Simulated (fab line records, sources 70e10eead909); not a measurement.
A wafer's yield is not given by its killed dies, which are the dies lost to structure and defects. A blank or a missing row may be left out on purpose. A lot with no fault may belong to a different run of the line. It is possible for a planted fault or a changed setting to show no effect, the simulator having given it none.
Chamber matching | flow nand_harc | 4 sister chambers for NHARC_A_STAIRCASE_ETCH_444 on rie_diel-12
The step etches the open film in C4F8/O2, target depth 10200 nm, time 3400 s. 4 wafers are shown with their chamber, then 12 later ones without.

## EACH WAFER AND ITS CHAMBER
wafer  | chamber | rf_vpp_V (V)
L086.1 | 3       | 810
L086.6 | 0       | 811
L086.2 | 2       | 801
L086.5 | 1       | 814

## WAFERS MISSING THEIR CHAMBER
wafer  | rf_vpp_V (V)
L090.2 | 815
L090.4 | 811
L090.5 | 811
L090.1 | 800
L090.3 | 809
L090.6 | 814
L093.1 | 809
L093.2 | 811
L093.6 | 812
L096.2 | 815
L096.4 | 811
L096.5 | 811

## EACH ONE'S CHAMBER
wafer  | from the rows above          | in truth
L090.2 | 1                            | 1
L090.4 | can't be placed: 0 or 3      | 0
L090.5 | can't be placed: 0 or 3      | 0
L090.1 | 2                            | 2
L090.3 | can't be placed: 3 or 0      | 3
L090.6 | 1                            | 1
L093.1 | can't be placed: 3 or 0      | 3
L093.2 | can't be placed: 0 or 3      | 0
L093.6 | can't be placed: 0 or 1 or 3 | 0
L096.2 | 1                            | 1
L096.4 | can't be placed: 0 or 3      | 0
L096.5 | can't be placed: 0 or 3      | 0
4 of 12 placed correctly. Unplaceable from these rows: 8, with the true chamber sitting among the candidates in 8. Placed wrongly: 0.
How it was worked out, from the rows above alone: a wafer's distance from a chamber is the root of the sum, over the readings, of the square of ((its reading less the chamber's mean) divided by the reading's scatter). The wafer belongs to the nearest chamber; if the next one is less than 2 further off, it can't be placed. For every chamber, the mean is computed from those of its wafers that are shown. The scatter: with one shown wafer a chamber, the root of the mean of the squares of how far each hidden wafer lies from its nearest shown one.
